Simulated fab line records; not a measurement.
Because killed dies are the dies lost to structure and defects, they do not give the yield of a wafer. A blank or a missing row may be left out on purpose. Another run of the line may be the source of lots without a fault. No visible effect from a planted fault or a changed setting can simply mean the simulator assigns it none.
Matching of chambers ; flow n5Finfet ; N5_BEOL_M7_ILD_DEP_00 on pecvd-04: 3 sister chambers
The step deposits SiCOH lowk from DEMS/porogen, target thk 179.75 nm, time 33.4 s. 6 wafers are shown with their chamber, then 7 later ones without.

WAFERS PAIRED WITH THEIR CHAMBERS
wafer;chamber;heaterPowerW (W);throttleValvePct (%)
L079.3;2;299;14.8
L083.1;0;483;13.6
L083.3;1;221;14.5
L083.4;0;401;13.6
L084.1;1;280;14.8
L084.2;2;306;15.1

WAFERS WHOSE CHAMBER IS MISSING
wafer;heaterPowerW (W);throttleValvePct (%)
L084.4;440;13.8
L088.4;477;13.8
L088.5;316;15.3
L088.6;231;14.6
L093.2;253;14.1
L093.3;422;13.9
L093.6;257;14.2

EACH ONE'S CHAMBER
wafer;from the rows above;in truth
L084.4;0;0
L088.4;0;0
L088.5;2;2
L088.6;1;1
L093.2;can't be placed: 1 or 2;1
L093.3;0;0
L093.6;can't be placed: 1 or 2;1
Correct placement for 5 of the 7. From these rows, 2 cannot be placed; in 2 the true chamber is one of the candidates. Placed wrongly: 0.
How it was worked out, from the rows above alone: a wafer's distance from a chamber is the root of the sum, over the readings, of the square of ((its reading less the chamber's mean) divided by the reading's scatter). The wafer belongs to the nearest chamber; if the next one is less than 2 further off, it can't be placed. Each chamber's mean is taken over the wafers shown for it. The scatter is the square root of a quotient: the sum, over the shown wafers, of each reading's squared deviation from its chamber's mean, divided by wafers minus chambers.
